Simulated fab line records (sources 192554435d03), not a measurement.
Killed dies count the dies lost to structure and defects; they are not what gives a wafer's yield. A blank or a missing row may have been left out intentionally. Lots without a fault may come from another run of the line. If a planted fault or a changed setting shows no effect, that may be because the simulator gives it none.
Chamber matching	flow n5_finfet	N5_PASSIVATION_PASS_ETCH_74 on rie_diel-03 has 4 sister chambers
The step etches SiNx in CF4/O2, target depth 220 nm, time 110 s. 4 wafers are shown with their chamber, then 12 later ones without.

== EACH WAFER AND ITS CHAMBER ==
wafer	chamber	drypump_motor_current_A (A)
L089.1	1	4.8
L089.3	0	5.3
L089.5	2	5.7
L089.6	3	6.6

== WAFERS MISSING THEIR CHAMBER ==
wafer	drypump_motor_current_A (A)
L095.1	5.7
L095.4	5.3
L095.5	6.7
L093.2	5.3
L093.4	4.8
L093.5	6.6
L094.1	4.8
L094.2	5.7
L094.3	5.3
L094.4	6.6
L094.5	5.7
L094.6	6.6

== CHAMBER TAKEN BY EACH ==
wafer	from the rows above	in truth
L095.1	2	2
L095.4	0	0
L095.5	3	3
L093.2	0	0
L093.4	1	1
L093.5	3	3
L094.1	1	1
L094.2	2	2
L094.3	0	0
L094.4	3	3
L094.5	2	2
L094.6	3	3
Placed correctly: 12 of 12. Not placeable from these rows: 0. Placed wrongly: 0.
How it was worked out, from the rows above alone: a wafer's distance from a chamber is the root of the sum, over the readings, of the square of ((its reading less the chamber's mean) divided by the reading's scatter). The wafer belongs to the nearest chamber; if the next one is less than 2 further off, it can't be placed. A chamber's mean is the mean of its shown wafers. The scatter (one wafer shown for each chamber): square how far every hidden wafer sits from the nearest shown wafer, average those squares and take the square root.
